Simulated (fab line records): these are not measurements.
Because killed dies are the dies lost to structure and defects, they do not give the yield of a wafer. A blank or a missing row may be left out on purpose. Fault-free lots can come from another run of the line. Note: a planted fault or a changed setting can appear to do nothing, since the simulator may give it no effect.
Chamber matching :: flow n5_finfet :: rie_diel-03 running N5_BEOL_M2_STRIP_36: 4 sister chambers
The step strips in N2/H2. 4 wafers are shown with their chamber, then 11 later ones without.

WAFERS, EACH WITH ITS CHAMBER
wafer: L084.6
chamber: 0
showerhead_plenum_p_Torr (Torr): 2.69

wafer: L086.2
chamber: 1
showerhead_plenum_p_Torr (Torr): 2.41

wafer: L087.5
chamber: 3
showerhead_plenum_p_Torr (Torr): 2.51

wafer: L089.2
chamber: 2
showerhead_plenum_p_Torr (Torr): 2.44

WAFERS WITH NO CHAMBER GIVEN
wafer: L089.4
showerhead_plenum_p_Torr (Torr): 2.51

wafer: L089.5
showerhead_plenum_p_Torr (Torr): 2.68

wafer: L090.1
showerhead_plenum_p_Torr (Torr): 2.40

wafer: L090.4
showerhead_plenum_p_Torr (Torr): 2.51

wafer: L090.5
showerhead_plenum_p_Torr (Torr): 2.68

wafer: L094.2
showerhead_plenum_p_Torr (Torr): 2.51

wafer: L094.4
showerhead_plenum_p_Torr (Torr): 2.68

wafer: L094.5
showerhead_plenum_p_Torr (Torr): 2.40

wafer: L096.2
showerhead_plenum_p_Torr (Torr): 2.40

wafer: L096.3
showerhead_plenum_p_Torr (Torr): 2.68

wafer: L096.6
showerhead_plenum_p_Torr (Torr): 2.68

THE CHAMBER EACH PASSED THROUGH
wafer: L089.4
from the rows above: 3
in truth: 3

wafer: L089.5
from the rows above: 0
in truth: 0

wafer: L090.1
from the rows above: 1
in truth: 1

wafer: L090.4
from the rows above: 3
in truth: 3

wafer: L090.5
from the rows above: 0
in truth: 0

wafer: L094.2
from the rows above: 3
in truth: 3

wafer: L094.4
from the rows above: 0
in truth: 0

wafer: L094.5
from the rows above: 1
in truth: 1

wafer: L096.2
from the rows above: 1
in truth: 1

wafer: L096.3
from the rows above: 0
in truth: 0

wafer: L096.6
from the rows above: 0
in truth: 0
Correctly placed: 11 of 11. Can't be placed from these rows: 0. Placed wrongly: 0.
How it was worked out, from the rows above alone: a wafer's distance from a chamber is the root of the sum, over the readings, of the square of ((its reading less the chamber's mean) divided by the reading's scatter). The wafer belongs to the nearest chamber; if the next one is less than 2 further off, it can't be placed. Each chamber's mean is taken over the wafers shown for it. The scatter: root of mean squared gap, hidden wafer to nearest shown wafer, with one shown wafer a chamber.
